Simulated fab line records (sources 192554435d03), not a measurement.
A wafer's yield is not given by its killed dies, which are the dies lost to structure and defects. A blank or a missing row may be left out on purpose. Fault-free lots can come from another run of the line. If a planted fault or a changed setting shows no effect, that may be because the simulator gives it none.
Chamber matching	flow n5-finfet	N5_BEOL_M11_STRIP_67 on rie-diel-03 has 4 sister chambers
The step strips in CF4. 4 wafers are shown with their chamber, then 11 later ones without.

WAFERS, EACH WITH ITS CHAMBER
wafer	chamber	showerhead-plenum-p-Torr (Torr)
L088.1	1	1.78
L088.3	2	1.84
L088.4	0	1.88
L090.3	3	1.78

WAFERS WHOSE CHAMBER IS MISSING
wafer	showerhead-plenum-p-Torr (Torr)
L090.4	1.84
L090.6	1.78
L093.1	1.77
L093.2	1.83
L093.6	1.88
L094.2	1.78
L094.3	1.88
L094.6	1.78
L097.1	1.78
L097.2	1.83
L097.4	1.87

THE CHAMBER EACH PASSED THROUGH
wafer	from the rows above	in truth
L090.4	2	2
L090.6	can't be placed: 1 or 3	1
L093.1	can't be placed: 1 or 3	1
L093.2	2	2
L093.6	0	0
L094.2	can't be placed: 1 or 3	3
L094.3	0	0
L094.6	can't be placed: 1 or 3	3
L097.1	can't be placed: 1 or 3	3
L097.2	2	2
L097.4	0	0
Correctly placed: 6 of 11. These rows do not allow placing 5 (true chamber among the candidates in 5). Placed wrongly: 0.
How it was worked out, from the rows above alone: a wafer's distance from a chamber is the root of the sum, over the readings, of the square of ((its reading less the chamber's mean) divided by the reading's scatter). If the next closest chamber is less than 2 further off than the closest, the wafer can't be placed; otherwise it belongs to the closest. The mean given for a chamber averages the wafers shown for that chamber. The scatter: root of mean squared gap, hidden wafer to nearest shown wafer, with one shown wafer a chamber.
